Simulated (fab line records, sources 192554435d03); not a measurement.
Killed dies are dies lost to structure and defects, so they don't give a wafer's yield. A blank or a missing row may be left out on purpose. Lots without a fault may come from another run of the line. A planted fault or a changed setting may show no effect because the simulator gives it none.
fab line records | flow n5_finfet
record lots=7 wafers=21 last_day=17
route steps=1938 shown MOL_CONTACT_COAG@625 BEOL_M0_SAQP@632 BEOL_M4@1111
lots that met no fault: from a run of the same line without faults
start_h: hours from the record's first day to the start of the lot's first wafer shown | wait_h: hours since the lot's step before | " the same as in the row above | L1.1+2: a row that stands for several wafers | - no value, or no start given | * or withheld: withheld | < > ~ a bound
route shown NAME@n: a module of which the file shows steps, and the number in the route of the first | usual: mean/standard deviation of fault-free wafers | same: alike in all rows | chamber/n: place in a boat | sites: the reading at each site | _std_site: their standard deviation | _edge_site: outer sites' mean less inner sites' | radius_mm: how far each site lies from the wafer's centre | mask NAME#n: copy n | behind: the tool/chamber that last shaped the wafer | hold: why the lot was held/for how many hours/how that ended | device: the transistor (n, p or np) that didn't switch | end of line: the same wafers' tests at the end of the route | a step without rows: its recipe alone | killed: dies lost to structure and defects at the first sort, not the wafer's yield | map: a wafer's dies, x killed, . not, _ none there
set.NAME: the setting as run; set.NAME@STEP: as run at that earlier step | model.NAME: the simulator's own value behind a step, which no gauge read
lots at some steps of the route; a table a step, a row a wafer
services: from which hour (start_h, from the record's first day; less than 0 if before it) a tool's chamber was out of use, for how many hours, and why
## steps
# step N5_MOL_CONTACT_COAG_PRECLEAN_127
# recipe chemistry=DIW time_s=57.5 temp_c=23
# step N5_MOL_CONTACT_COAG_SRD_128
# recipe dry_time_s=32 dry=n2_spin spin_rpm=1500
# step N5_MOL_CONTACT_COAG_CMP_52
# recipe stop_on=SiO2 t_overpolish_s=1.5 post_cmp_clean=w_dilute_nh4oh down_force_psi=4 platen_rpm=50.289 pad_velocity_m_s=1.0006 target_thk_nm=66.5
# step N5_MOL_CONTACT_COAG_THK_MEAS_53
# recipe reads=SiO2_of_MOL_CONTACT_COAG_PECVD_31
# usual VIA_MOL_THK=43.7/0.63
# columns lot.wafer tool chamber start_h wait_h VIA_MOL_THK[nm]
L803.1 film_metro-01 - 146.36 - 42.6
L803.3 " - " " 43.3
L803.5 " - " " 44.0
L807.3 film_metro-01 - 165.33 - 43.6
L807.4 " - " " 44.0
L807.5 " - " " 43.7
L815.1 film_metro-01 - 217.75 - 44.6
L815.2 " - " " 43.3
L815.4 " - " " 44.0
L816.2 film_metro-01 - 220.60 - 43.4
L816.4 " - " " 43.2
L816.6 " - " " 44.4
L817.1 film_metro-01 - 232.32 - 43.1
L817.2 " - " " 43.8
L817.6 " - " " 44.3
L818.1 film_metro-01 - 235.20 - 44.3
L818.2 " - " " 43.6
L818.4 " - " " 45.1
L819.3 film_metro-01 - 240.45 - 44.3
L819.4 " - " " 43.8
L819.5 " - " " 44.2
# step N5_MOL_CONTACT_COAG_ANNEAL_112
# recipe temp_c=400 time_s=1800 ambient=HPD2 pressure_atm=10
# step N5_MOL_CONTACT_COAG_INSPECT_97
# recipe inspect_instrument=darkfield mode=post_anneal
# usual raw_defect_count=41/15
# columns lot.wafer tool chamber start_h wait_h raw_defect_count
L803.1 defect_inspect-02 - 149.41 0.0 40
L803.3 " - " " 36
L803.5 " - " " 41
L807.3 defect_inspect-02 - 171.22 0.1 49
L807.4 " - " " 42
L807.5 " - " " 30
L815.1 defect_inspect-01 - 220.80 0.0 46
L815.2 " - " " 54
L815.4 " - " " 39
L816.2 defect_inspect-01 - 223.82 0.0 51
L816.4 " - " " 48
L816.6 " - " " 38
L817.1 defect_inspect-02 - 235.37 0.0 30
L817.2 " - " " 33
L817.6 " - " " 48
L818.1 defect_inspect-02 - 238.39 0.0 29
L818.2 " - " " 74
L818.4 " - " " 43
L819.3 defect_inspect-01 - 243.54 0.1 71
L819.4 " - " " 76
L819.5 " - " " 36
# step N5_BEOL_M0_SAQP_PECVD_00
# recipe material=SiCN target_thk_a=80 temp_c=withheld precursor=3MS/NH3 pressure_torr=3 rf_w=202 time_s=14
# step N5_BEOL_M0_SAQP_ILD_DEP_01
# recipe material=SiOC target_thk_a=454.19 temp_c=350 precursor=DEMS/O2 pressure_torr=5 rf_w=500 time_s=8.7
# step N5_BEOL_M0_SAQP_HM_DEP_02
# recipe material=TiN target_thk_a=120 temp_c=25 chamber_pressure_pa=0.49996
# usual susceptor_temp_C=25.01/0.098 throttle_valve_pct=30.0/0.91
# columns lot.wafer tool chamber start_h wait_h susceptor_temp_C throttle_valve_pct
L803.1 pvd_sputter-01 - 151.28 1.5 24.90 28.9
L803.3 " - " " 25.07 28.9
L803.5 " - " " 24.96 31.1
L807.3 pvd_sputter-01 - 171.99 0.4 24.97 29.2
L807.4 " - " " 25.15 31.0
L807.5 " - " " 25.01 30.8
L815.1 pvd_sputter-02 - 222.16 1.0 24.92 30.6
L815.2 " - " " 24.80 29.5
L815.4 " - " " 25.22 31.3
L816.2 pvd_sputter-03 - 225.91 1.7 24.91 28.5
L816.4 " - " " 25.14 30.2
L816.6 " - " " 25.06 30.1
L817.1 pvd_sputter-03 - 237.77 2.0 25.05 30.3
L817.2 " - " " 25.02 28.5
L817.6 " - " " 25.03 30.3
L818.1 pvd_sputter-03 - 239.41 0.7 25.01 28.3
L818.2 " - " " 24.85 30.3
L818.4 " - " " 24.90 29.8
L819.3 pvd_sputter-03 - 244.57 0.7 25.15 28.2
L819.4 " - " " 25.05 30.1
L819.5 " - " " 24.97 30.3
# step N5_BEOL_M0_SAQP_PECVD_03
# recipe material=SiCN target_thk_a=120 temp_c=withheld precursor=3MS/NH3 pressure_torr=3 rf_w=202 time_s=21.1
# step N5_BEOL_M0_SAQP_PECVD_96
# recipe material=a-Si target_thk_a=450 temp_c=350 precursor=SiH4/He pressure_torr=3 rf_w=100 time_s=45.2
# step N5_BEOL_M0_SAQP_PECVD_97
# recipe material=SiNx target_thk_a=230 temp_c=350 precursor=SiH4/NH3/N2 pressure_torr=1.5 rf_w=300 time_s=19.9
# usual chamber_pressure_Torr=1.500/0.0031 heater_power_outer_w=307/60 heater_power_w=544/88 showerhead_plenum_p_Torr=5.13/0.044 susceptor_temp_C=350.01/0.24 throttle_valve_pct=40.4/3
# columns lot.wafer tool chamber start_h wait_h chamber_pressure_Torr heater_power_outer_w heater_power_w showerhead_plenum_p_Torr susceptor_temp_C throttle_valve_pct
L803.1 pecvd-03 0 151.49 0.0 1.501 287 521 5.13 350.18 39.7
L803.3 " 2 " " 1.498 279 494 5.18 350.15 37.2
L803.5 " 0 " " 1.502 291 521 5.13 350.04 39.9
L807.3 pecvd-04 0 172.19 0.0 1.504 422 716 5.12 349.73 37.3
L807.4 " 2 " " 1.503 296 513 5.20 350.32 37.6
L807.5 " 0 " " 1.505 424 712 5.12 349.89 36.9
L815.1 pecvd-02 1 222.37 0.0 - - - - - -
L815.2 " 0 " " - - - - - -
L815.4 " 2 " " - - - - - -
L816.2 pecvd-03 1 226.15 0.0 - - - - - -
L816.4 " 1 " " - - - - - -
L816.6 " 2 " " - - - - - -
L817.1 pecvd-03 2 238.13 0.1 - - - - - -
L817.2 " 2 " " - - - - - -
L817.6 " 2 " " - - - - - -
L818.1 pecvd-02 1 239.61 0.0 1.502 333 593 5.11 349.89 40.7
L818.2 " 2 " " 1.501 377 614 5.15 350.40 41.1
L818.4 " 2 " " 1.501 364 602 5.15 350.18 41.1
L819.3 pecvd-04 2 244.77 0.0 1.507 298 535 5.20 349.72 37.6
L819.4 " 0 " " 1.501 401 672 5.12 350.47 37.3
L819.5 " 1 " " 1.495 245 443 5.05 350.36 40.9
# step N5_BEOL_M0_SAQP_PECVD_04
# recipe material=a-Si target_thk_a=600 temp_c=350 precursor=SiH4/He pressure_torr=3 rf_w=100 time_s=60.2
# step N5_BEOL_M0_SAQP_THK_MEAS_05
# usual thk_nm=59.6/0.82
# columns lot.wafer tool chamber start_h wait_h thk_nm
L803.1 film_metro-01 - 151.62 0.1 60.0
L803.3 " - " " 60.2
L803.5 " - " " 60.1
L807.3 film_metro-01 - 172.33 0.1 58.6
L807.4 " - " " 61.1
L807.5 " - " " 60.3
L815.1 film_metro-01 - 222.50 0.1 58.6
L815.2 " - " " 58.5
L815.4 " - " " 60.2
L816.2 film_metro-01 - 226.33 0.1 59.2
L816.4 " - " " 59.5
L816.6 " - " " 59.6
L817.1 film_metro-01 - 238.47 0.2 58.6
L817.2 " - " " 59.5
L817.6 " - " " 59.7
L818.1 film_metro-01 - 239.75 0.1 57.8
L818.2 " - " " 58.5
L818.4 " - " " 59.3
L819.3 film_metro-01 - 244.91 0.1 58.3
L819.4 " - " " 58.3
L819.5 " - " " 58.3
# step N5_BEOL_M0_SAQP_HM_DEP_111
# recipe material=SiO2 target_thk_a=120 temp_c=400 precursor=SiH4/N2O pressure_torr=0.75 rf_w=275 time_s=7.2
# step N5_BEOL_M0_SAQP_COAT_81
# recipe resist=SOC temp_c=250 time_s=60 spin_rpm=1500 resist_thk_nm=100
# step N5_BEOL_M0_SAQP_COAT_82
# recipe resist=SiARC temp_c=220 time_s=60 spin_rpm=1500 resist_thk_nm=30
# step N5_BEOL_M0_SAQP_COAT_08
# recipe resist=CAR-ArF spin_rpm=1500 resist_thk_nm=90
# step N5_BEOL_M0_SAQP_EBR_10
# recipe solvent=PGMEA ebr_width_mm=1.5
# step N5_BEOL_M0_SAQP_SOFTBAKE_09
# recipe temp_c=110 time_s=60 resist=CAR-ArF
# step N5_BEOL_M0_SAQP_EXPOSE_11
# recipe mask_id=M0_CORE na=1.35 source_shape=dipole sigma_inner=0.538 sigma_outer=0.738 polarization=te target_cd_nm=42 dose_mj=55
# step N5_BEOL_M0_SAQP_PEB_12
# recipe peb_temp_c=withheld peb_time_s=60 resist=CAR-ArF
# step N5_BEOL_M0_SAQP_DEVELOP_13
# recipe develop_time_s=30 developer=TMAH resist=CAR-ArF dev_temp_c=23 rinse_liquid=diw dry=air_spin
# step N5_BEOL_M0_SAQP_CD_MEAS_14
# recipe target_cd_nm=42.5 landing_energy_ev=500 detector=se_inlens
# usual cd_nm=42.3/0.44
# columns lot.wafer tool chamber start_h wait_h cd_nm
L803.1 cd_sem-03 0 151.98 - 41.9
L803.3 " 0 " " 42.5
L803.5 " 0 " " 42.4
L807.3 cd_sem-01 0 172.82 - 42.7
L807.4 " 0 " " 42.3
L807.5 " 0 " " 42.6
L815.1 cd_sem-01 0 222.99 - 42.7
L815.2 " 0 " " 42.7
L815.4 " 0 " " 42.6
L816.2 cd_sem-03 0 226.82 - 42.7
L816.4 " 0 " " 42.1
L816.6 " 0 " " 42.4
L817.1 cd_sem-03 0 238.83 - 43.0
L817.2 " 0 " " 42.9
L817.6 " 0 " " 42.7
L818.1 cd_sem-01 0 240.33 - 42.7
L818.2 " 0 " " 42.8
L818.4 " 0 " " 42.4
L819.3 cd_sem-01 0 245.39 - 41.7
L819.4 " 0 " " 41.9
L819.5 " 0 " " 42.7
# step N5_BEOL_M0_SAQP_OVL_MEAS_15
# recipe points_per_wafer=44
# usual M0_CORE_OVL=0.3/0.72
# columns lot.wafer tool chamber start_h wait_h M0_CORE_OVL[nm]
L803.1 overlay-02 0 152.01 0.0 0.8
L803.3 " 0 " " -0.2
L803.5 " 0 " " 0.2
L807.3 overlay-02 0 172.84 0.0 0.8
L807.4 " 0 " " -0.2
L807.5 " 0 " " 0.1
L815.1 overlay-01 0 223.02 0.0 0.1
L815.2 " 0 " " -0.1
L815.4 " 0 " " 0.5
L816.2 overlay-02 0 226.85 0.0 0.6
L816.4 " 0 " " 0.2
L816.6 " 0 " " 0.9
L817.1 overlay-01 0 238.86 0.0 -0.8
L817.2 " 0 " " -0.2
L817.6 " 0 " " -0.1
L818.1 overlay-01 0 240.36 0.0 -0.1
L818.2 " 0 " " 0.3
L818.4 " 0 " " 1.2
L819.3 overlay-02 0 245.42 0.0 0.7
L819.4 " 0 " " 0.1
L819.5 " 0 " " 0.1
# step N5_BEOL_M0_SAQP_INSPECT_16
# recipe mode=adi inspect_instrument=brightfield
# usual raw_defect_count=484/120
# columns lot.wafer tool chamber start_h wait_h raw_defect_count
L803.1 defect_inspect-02 - 152.03 0.0 374
L803.3 " - " " 446
L803.5 " - " " 436
L807.3 defect_inspect-02 - 172.87 0.0 273
L807.4 " - " " 548
L807.5 " - " " 435
L815.1 defect_inspect-01 - 223.04 0.0 695
L815.2 " - " " 463
L815.4 " - " " 696
L816.2 defect_inspect-01 - 226.87 0.0 605
L816.4 " - " " 458
L816.6 " - " " 494
L817.1 defect_inspect-01 - 238.88 0.0 624
L817.2 " - " " 846
L817.6 " - " " 1006
L818.1 defect_inspect-02 - 240.38 0.0 415
L818.2 " - " " 275
L818.4 " - " " 432
L819.3 defect_inspect-01 - 245.44 0.0 408
L819.4 " - " " 517
L819.5 " - " " 324
# step N5_BEOL_M0_SAQP_DESCUM_19
# recipe chemistry=O2 time_s=7.9 source_power_w=50 bias_power_w=20 pressure_mtorr=20 rf_frequency_hz=2.712e+07 temp_c=40 resist=CAR-ArF o2_flow_sccm=225
# step N5_BEOL_M0_SAQP_ETCH_83
# recipe chemistry=CF4 target=SiARC target_depth_a=390 mask_material=CAR-ArF time_s=65 ion_energy_ev=80 pressure_mtorr=40 source_w=545 bias_w=36 Ar_flow_sccm=100 cf4_flow_sccm=100 ends=cleared
# usual chamber_pressure_mTorr=40.00/0.033 drypump_motor_current_A=5.86/0.25 etch_rf_on_time_s=64.4/2.4 oes_product_au=0.67/0.072 rf_vpp_V=184.2/1 showerhead_plenum_p_Torr=2.15/0.054 throttle_valve_pct=15.57/0.22
# columns lot.wafer tool chamber start_h wait_h chamber_pressure_mTorr drypump_motor_current_A etch_rf_on_time_s oes_product_au rf_hours_counter_h rf_vpp_V showerhead_plenum_p_Torr throttle_valve_pct
L803.1 rie_diel-06 3 152.10 0.0 39.95 5.78 69.5 0.59 206 182.6 2.14 16.00
L803.3 " 1 " " 40.04 6.48 67.3 0.73 47 184.9 2.20 15.32
L803.5 " 1 " " 39.96 6.46 67.7 0.73 - 184.1 2.20 15.33
L807.3 rie_diel-03 3 172.94 0.0 40.03 5.82 65.8 0.61 221 185.7 2.19 15.57
L807.4 " 0 " " 40.03 5.72 62.2 0.66 164 183.7 2.07 15.72
L807.5 " 3 " " 39.98 5.84 65.9 0.61 - 184.5 2.19 15.55
L815.1 rie_diel-03 3 223.11 0.0 40.08 5.85 66.7 0.60 237 185.9 2.19 15.59
L815.2 " 2 " " 39.98 6.03 62.4 0.68 98 186.0 2.17 15.67
L815.4 " 1 " " 40.05 5.47 68.2 0.58 218 183.7 2.11 15.97
L816.2 rie_diel-03 1 226.94 0.0 39.97 5.50 68.2 0.58 219 184.5 2.11 15.96
L816.4 " 3 " " 39.96 5.82 67.0 0.59 238 184.2 2.19 15.59
L816.6 " 1 " " 40.00 5.47 68.1 0.58 - 184.9 2.11 15.97
L817.1 rie_diel-02 3 238.95 0.0 40.04 6.13 61.0 0.77 28 183.8 2.11 15.38
L817.2 " 0 " " 40.02 5.46 65.1 0.74 36 183.4 2.11 15.46
L817.6 " 1 " " 39.97 5.99 63.5 0.70 - 184.7 2.25 15.39
L818.1 rie_diel-03 1 240.45 0.0 40.07 5.46 68.6 0.57 223 182.8 2.11 15.98
L818.2 " 3 " " 40.02 5.82 65.9 0.59 242 186.1 2.19 15.59
L818.4 " 1 " " 40.05 5.42 68.3 0.57 - 184.2 2.11 15.97
L819.3 rie_diel-03 3 245.51 0.0 40.06 5.82 65.6 0.60 244 184.7 2.19 15.58
L819.4 " 1 " " 40.00 5.48 67.6 0.58 - 184.5 2.11 16.00
L819.5 " 2 " " 39.96 6.05 61.2 0.68 - 185.0 2.17 15.68
# step N5_BEOL_M0_SAQP_ETCH_84
# recipe chemistry=N2/H2 target=SOC target_depth_a=1000 overetch_a=200 mask_material=SiARC temp_c=40 time_s=150 ion_energy_ev=200 pressure_mtorr=30 source_w=840 bias_w=150 n2_flow_sccm=200 h2_flow_sccm=200
# step N5_BEOL_M0_SAQP_STRIP_80
# recipe chemistry=N2/H2 temp_c=40 n2_flow_sccm=200 h2_flow_sccm=200 rf_frequency_hz=6e+07
# step N5_BEOL_M0_SAQP_HM_OPEN_112
# recipe chemistry=CHF3/O2 target=SiO2 stop_on=a-Si target_depth_a=120 over_etch_frac=1.25 mask_material=SOC time_s=13.5 pressure_mtorr=30 source_w=650 bias_w=170 Ar_flow_sccm=200 CHF3_flow_sccm=50 O2_flow_sccm=5 ion_energy_ev=200 ends=end_point
# usual chamber_pressure_mTorr=29.998/0.028 drypump_motor_current_A=5.87/0.25 oes_product_au=0.51/0.05 rf_vpp_V=521/22 showerhead_plenum_p_Torr=2.42/0.062 throttle_valve_pct=18.78/0.22
# columns lot.wafer tool chamber start_h wait_h chamber_pressure_mTorr drypump_motor_current_A oes_product_au rf_hours_counter_h rf_vpp_V showerhead_plenum_p_Torr throttle_valve_pct
L803.1 rie_diel-06 3 152.26 0.0 30.000 5.76 0.46 206 513 2.40 19.15
L803.3 " 1 " " 29.964 6.50 0.57 47 544 2.47 18.56
L803.5 " 1 " " 30.005 6.47 0.57 - 545 2.47 18.56
L807.3 rie_diel-03 3 173.09 0.0 29.970 5.81 0.47 221 533 2.46 18.67
L807.4 " 0 " " 30.010 5.72 0.50 164 527 2.32 18.94
L807.5 " 3 " " 30.024 5.83 0.47 - 534 2.46 18.68
L815.1 rie_diel-03 3 223.27 0.0 30.003 5.85 0.46 237 533 2.45 18.70
L815.2 " 2 " " 29.984 6.03 0.51 98 484 2.43 18.80
L815.4 " 1 " " 30.019 5.47 0.46 218 545 2.40 19.29
L816.2 rie_diel-03 1 227.10 0.0 29.984 5.50 0.46 219 543 2.40 19.29
L816.4 " 3 " " 29.981 5.83 0.46 238 533 2.45 18.70
L816.6 " 1 " " 30.050 5.50 0.45 - 542 2.40 19.29
L817.1 rie_diel-02 3 239.11 0.0 30.027 6.13 0.57 29 489 2.37 18.58
L817.2 " 0 " " 30.019 5.49 0.57 36 540 2.35 18.62
L817.6 " 1 " " 30.007 5.98 0.52 - 541 2.53 18.63
L818.1 rie_diel-03 1 240.61 0.0 30.011 5.50 0.46 223 546 2.39 19.29
L818.2 " 3 " " 30.024 5.89 0.46 242 534 2.45 18.71
L818.4 " 1 " " 29.995 5.52 0.45 - 543 2.39 19.30
L819.3 rie_diel-03 3 245.67 0.0 29.967 5.85 0.46 244 534 2.45 18.71
L819.4 " 1 " " 29.982 5.49 0.45 - 544 2.39 19.30
L819.5 " 2 " " 29.997 6.03 0.50 - 484 2.43 18.83
# step N5_BEOL_M0_SAQP_STRIP_113
# recipe chemistry=CHF3/O2 resist=SiARC rf_frequency_hz=6e+07
# step N5_BEOL_M0_SAQP_MANDREL_ETCH_20
# recipe target_depth_a=600 chemistry=HBr/Cl2 target=a-Si stop_on=SiNx bt_time_s=10 mask_material=SOC over_etch_frac=0.5 time_s=30 pressure_mtorr=10 icp_w=800 bias_w=75 HBr_flow_sccm=150 Cl2_flow_sccm=80 ends=end_point
# usual chamber_pressure_mTorr=10.000/0.01 drypump_motor_current_A=5.6/0.45 oes_product_au=0.770/0.014 throttle_valve_pct=35.5/0.42
# columns lot.wafer tool chamber start_h wait_h chamber_pressure_mTorr drypump_motor_current_A oes_product_au rf_hours_counter_h throttle_valve_pct
L803.1 rie_si-02 0 152.34 0.0 9.985 5.8 0.764 129 35.2
L803.3 " 2 " " 9.989 5.7 0.763 128 35.3
L803.5 " 1 " " 9.995 6.1 0.749 - 35.4
L807.3 rie_si-02 0 173.18 0.0 10.008 5.8 0.758 129 35.2
L807.4 " 2 " " 10.005 5.7 0.764 128 35.3
L807.5 " 3 " " 10.001 5.2 0.776 - 36.2
L815.1 rie_si-05 2 223.36 0.0 10.019 5.9 0.764 60 34.6
L815.2 " 0 " " 9.983 5.4 0.750 37 35.5
L815.4 " 3 " " 10.001 6.2 0.785 151 36.1
L816.2 rie_si-06 1 227.19 0.0 10.002 5.4 0.775 33 35.6
L816.4 " 1 " " 10.001 5.4 0.786 - 35.6
L816.6 " 2 " " 9.997 5.6 0.761 - 35.2
L817.1 rie_si-05 1 239.19 0.0 9.988 5.5 0.773 156 35.8
L817.2 " 3 " " 10.016 6.2 0.774 151 36.0
L817.6 " 1 " " 9.987 5.5 0.786 - 35.7
L818.1 rie_si-06 1 240.69 0.0 10.011 5.4 0.765 33 35.6
L818.2 " 3 " " 10.008 6.6 0.767 159 35.8
L818.4 " 2 " " 10.015 5.6 0.749 47 35.2
L819.3 rie_si-02 0 245.75 0.0 9.999 5.8 0.748 131 35.2
L819.4 " 3 " " 9.999 5.2 0.766 80 36.3
L819.5 " 3 " " 9.996 5.2 0.765 - 36.3
# step N5_BEOL_M0_SAQP_STRIP_86
# recipe chemistry=N2/H2 power_w=500 temp_c=40 pressure_mtorr=50 rf_frequency_hz=6e+07 overash_fraction=0.3 bias_power_w=28 h2_frac=0.5 n2_flow_sccm=300 h2_flow_sccm=300
# step N5_BEOL_M0_SAQP_STRIP_115
# recipe chemistry=post_etch_residue_remover time_s=60 temp_c=25 remover_ph=withheld remover_water_wt_pct=withheld remover_fluoride_wt_pct=withheld
# step N5_BEOL_M0_SAQP_SRD_93
# recipe dry=ipa_marangoni time_s=30 temp_c=23 rinse_liquid=diw
# step N5_BEOL_M0_SAQP_RECESS_114
# recipe chemistry=HF/NH3 target=SiO2 target_depth_a=144 afs_cycles=3 temp_c=30 sublimation_temp_c=180 sublimation_time_s=60
# usual drypump_motor_current_A=5.5/0.32
# same afs_cycles=3
# columns lot.wafer tool chamber start_h wait_h drypump_motor_current_A
L803.1 vapor_etch-01 1 152.59 0.0 5.0
L803.3 " 0 " " 5.8
L803.5 " 1 " " 5.0
L807.3 vapor_etch-01 1 173.70 0.3 5.0
L807.4 " 0 " " 5.8
L807.5 " 1 " " 5.0
L815.1 vapor_etch-02 1 223.59 0.0 5.5
L815.2 " 0 " " 5.8
L815.4 " 0 " " 5.8
L816.2 vapor_etch-01 1 227.41 0.0 5.0
L816.4 " 0 " " 5.8
L816.6 " 1 " " 5.0
L817.1 vapor_etch-01 1 239.46 0.0 5.0
L817.2 " 0 " " 5.8
L817.6 " 0 " " 5.8
L818.1 vapor_etch-01 0 241.13 0.2 5.8
L818.2 " 1 " " 5.0
L818.4 " 1 " " 5.0
L819.3 vapor_etch-02 1 246.10 0.1 5.5
L819.4 " 0 " " 5.8
L819.5 " 0 " " 5.8
# step N5_BEOL_M0_SAQP_SPACER1_ALD_98
# recipe material=SiO2 target_thk_a=128 temp_c=300 ald_precursor_family=BDEAS ald_co_reactant=O2-plasma pulse_time_s=1 purge_time_s=2 co_reactant_purge_time_s=2 ald_cycles=138 pressure_torr=2
# step N5_BEOL_M0_SAQP_SPACER1_ETCHBACK_99
# recipe chemistry=CHF3/O2 mode=anisotropic_etchback target=SiO2 target_depth_a=154 time_s=7.7 pressure_mtorr=30 source_w=650 bias_w=170 Ar_flow_sccm=200 CHF3_flow_sccm=50 O2_flow_sccm=5 ion_energy_ev=200
# step N5_BEOL_M0_SAQP_MANDREL1_REMOVE_100
# recipe chemistry=HBr/Cl2/O2 bt_time_s=10 target=a-Si stop_on=SiNx endpoint=OES-SiCl over_etch_frac=0.85 icp_w=600 bias_w=30 HBr_flow_sccm=150 Cl2_flow_sccm=80 O2_flow_sccm=5 pressure_mtorr=10
# step N5_BEOL_M0_SAQP_CD_MEAS_25
# recipe target_cd_nm=13.1 landing_energy_ev=1000 detector=se_inlens
# usual cd_nm=12.83/0.22
# columns lot.wafer tool chamber start_h wait_h cd_nm
L803.1 cd_sem-03 0 153.65 0.1 12.54
L803.3 " 0 " " 12.84
L803.5 " 0 " " 12.81
L807.3 cd_sem-02 0 174.77 0.1 12.99
L807.4 " 0 " " 13.07
L807.5 " 0 " " 13.30
L815.1 cd_sem-02 0 225.15 0.1 12.99
L815.2 " 0 " " 12.98
L815.4 " 0 " " 12.58
L816.2 cd_sem-03 0 228.47 0.1 12.48
L816.4 " 0 " " 12.58
L816.6 " 0 " " 12.65
L817.1 cd_sem-02 0 240.52 0.1 12.80
L817.2 " 0 " " 13.04
L817.6 " 0 " " 12.44
L818.1 cd_sem-03 0 242.31 0.1 12.74
L818.2 " 0 " " 12.82
L818.4 " 0 " " 13.26
L819.3 cd_sem-01 0 247.42 0.1 12.76
L819.4 " 0 " " 12.95
L819.5 " 0 " " 13.12
# step N5_BEOL_M0_SAQP_CD_MEAS_29
# recipe target_cd_nm=14.4 landing_energy_ev=1000 detector=se_inlens
# usual cd_nm=14.96/0.24
# columns lot.wafer tool chamber start_h wait_h cd_nm
L803.1 cd_sem-03 0 155.66 0.1 15.04
L803.3 " 0 " " 14.80
L803.5 " 0 " " 14.72
L807.3 cd_sem-02 0 177.14 0.1 14.75
L807.4 " 0 " " 14.62
L807.5 " 0 " " 14.74
L815.1 cd_sem-03 0 227.07 0.1 -
L815.2 " 0 " " -
L815.4 " 0 " " -
L816.2 cd_sem-03 0 230.79 0.1 -
L816.4 " 0 " " -
L816.6 " 0 " " -
L817.1 cd_sem-01 0 243.11 0.1 -
L817.2 " 0 " " -
L817.6 " 0 " " -
L818.1 cd_sem-03 0 244.07 0.1 15.37
L818.2 " 0 " " 14.94
L818.4 " 0 " " 14.77
L819.3 cd_sem-01 0 249.24 0.1 14.82
L819.4 " 0 " " 15.11
L819.5 " 0 " " 14.90
# step N5_BEOL_M4_RC_MEAS_101
# usual DIBL_N=36.8/2.2 DIBL_P=37.1/2.8 IOFF_N=0.17/0.04 IOFF_P=0.22/0.049 ION_N=672/16 ION_P=460/9.2 SS_N=71.6/0.69 SS_P=73.5/0.78 VT_N=249/3.6 VT_P=-250/3.9
# columns lot.wafer tool chamber start_h wait_h DIBL_N[mV/V] DIBL_P[mV/V] IOFF_N[nA/um] IOFF_P[nA/um] ION_N[uA/um] ION_P[uA/um] SS_N[mV/dec] SS_P[mV/dec] VT_N[mV] VT_P[mV]
L803.1 prober-02 0 207.65 0.0 40.3 41.0 0.24 0.26 712 473 72.6 74.9 241 -249
L803.3 " 0 " " 40.2 41.3 0.23 0.28 681 460 72.5 73.7 244 -248
L803.5 " 0 " " 40.7 41.0 0.23 0.27 696 469 72.1 74.8 245 -249
L807.3 prober-01 0 226.48 0.3 33.1 34.8 0.11 0.18 661 460 71.0 73.0 254 -252
L807.4 " 0 " " 38.8 40.4 0.19 0.26 663 457 72.8 74.9 249 -249
L807.5 " 0 " " 32.8 32.5 0.10 0.14 657 453 70.6 72.2 259 -257
L818.1 prober-02 0 302.84 0.0 39.3 41.7 0.25 0.29 699 467 72.4 74.8 246 -249
L818.2 " 0 " " 34.7 37.2 0.15 0.22 696 471 71.4 73.1 246 -250
L818.4 " 0 " " 34.2 35.6 0.14 0.18 671 461 71.9 73.4 250 -253
L819.3 prober-01 0 304.84 0.3 39.7 39.9 0.25 0.32 691 462 73.0 73.6 243 -242
L819.4 " 0 " " 38.9 40.4 0.23 0.34 683 474 72.8 74.3 245 -242
L819.5 " 0 " " 38.4 39.0 0.21 0.29 677 463 71.9 73.4 246 -244
## services
# columns tool chamber start_h hours kind
rie_diel-02 3 133.06 - clean
rie_diel-02 3 133.06 - consumable_replace:focus_ring
rie_diel-02 3 133.06 21.0 scheduled_down
rie_diel-02 3 133.06 21.0 vent_cycle
pvd_sputter-01 - 144.28 0.7 repair
rie_si-06 1 176.28 1.5 repair
pvd_sputter-02 - 177.09 4.0 repair
vapor_etch-02 - 188.21 2.8 pm
rie_si-02 1 189.61 11.2 repair
pecvd-04 - 191.31 14.0 repair
pecvd-03 - 192.42 28.1 pm
rie_si-05 3 196.14 6.5 repair
rie_si-02 - 211.97 2.8 pm
pecvd-04 1 211.99 6.6 repair
pecvd-02 - 217.23 0.5 repair
rie_si-06 0 218.64 - clean
rie_si-06 0 218.64 21.0 scheduled_down
rie_diel-03 - 220.73 0.9 repair
pecvd-03 0 225.35 14.4 repair
rie_diel-02 3 229.20 1.3 repair
pecvd-04 - 234.31 0.6 repair
pecvd-03 1 237.13 6.8 repair
rie_diel-03 0 237.94 16.9 repair
vapor_etch-02 - 244.08 0.5 repair
## key
first_sign step=N5_BEOL_M0_SAQP_PECVD_97 reading=tool_record direction=missing
effect step=N5_BEOL_M0_SAQP_CD_MEAS_29 reading=cd_nm direction=missing
met_at N5_BEOL_M0_SAQP_PECVD_97
struck_wafers L815.1,L815.2,L815.4,L816.2,L816.4,L816.6,L817.1,L817.2,L817.6
later_rows_left_out L815.1,L815.2,L815.4,L816.2,L816.4,L816.6,L817.1,L817.2,L817.6
sort_left_out L815.1,L815.2,L815.4,L816.2,L816.4,L816.6,L817.1,L817.2,L817.6
onset_between 151.49 222.37
fault kind=skipped_step_whole tool=pecvd-02,pecvd-03 chamber=- onset_h=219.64 steps=N5_BEOL_M0_SAQP_PECVD_97 scope=struck_lots_only
# sort_left_out: the simulated sort isn't trusted on such a fault, so these wafers' sort isn't shown, and their yield isn't known
# later_rows_left_out: the simulator's readings of these wafers behind a module that went badly wrong aren't trusted and aren't shown, but for the sort
